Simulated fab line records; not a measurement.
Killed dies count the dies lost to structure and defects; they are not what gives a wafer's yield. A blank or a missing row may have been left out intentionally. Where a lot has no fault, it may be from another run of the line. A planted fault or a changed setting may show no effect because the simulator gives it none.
Matching of chambers -- flow n5_finfet -- 4 sister chambers for N5_BEOL_M7_DESCUM_33 on rie_diel-06
The step chemistry O2, time 7 s. 8 wafers are shown with their chamber, then 9 later ones without.

EACH WAFER AND ITS CHAMBER
wafer,chamber,showerhead_plenum_p_Torr (Torr),oes_product_au (a.u.)
L082.3,0,2.06,0.91
L082.6,3,2.04,0.82
L084.4,1,2.20,0.85
L084.5,0,2.05,0.90
L084.6,1,2.20,0.85
L086.1,2,2.06,0.67
L086.2,3,2.03,0.81
L086.6,2,2.06,0.68

WAFERS WITHOUT THEIR CHAMBER
wafer,showerhead_plenum_p_Torr (Torr),oes_product_au (a.u.)
L091.1,2.20,0.84
L091.2,2.06,0.67
L091.6,2.06,0.67
L093.3,2.03,0.79
L093.4,2.05,0.87
L093.6,2.03,0.79
L097.2,2.03,0.79
L097.3,2.19,0.83
L097.6,2.03,0.80

WHICH CHAMBER EACH ONE RAN IN
wafer,from the rows above,in truth
L091.1,1,1
L091.2,2,2
L091.6,2,2
L093.3,3,3
L093.4,0,0
L093.6,3,3
L097.2,3,3
L097.3,1,1
L097.6,3,3
9 of 9 placed correctly. Left unplaced by these rows: 0. Placed wrongly: 0.
How it was worked out, from the rows above alone: a wafer's distance from a chamber is the root of the sum, over the readings, of the square of ((its reading less the chamber's mean) divided by the reading's scatter). If the next closest chamber is less than 2 further off than the closest, the wafer can't be placed; otherwise it belongs to the closest. The mean given for a chamber averages the wafers shown for that chamber. How the scatter is found: for the shown wafers, subtract from each reading the mean of its chamber, square and add these, divide the total by (wafers less chambers), then take the root.
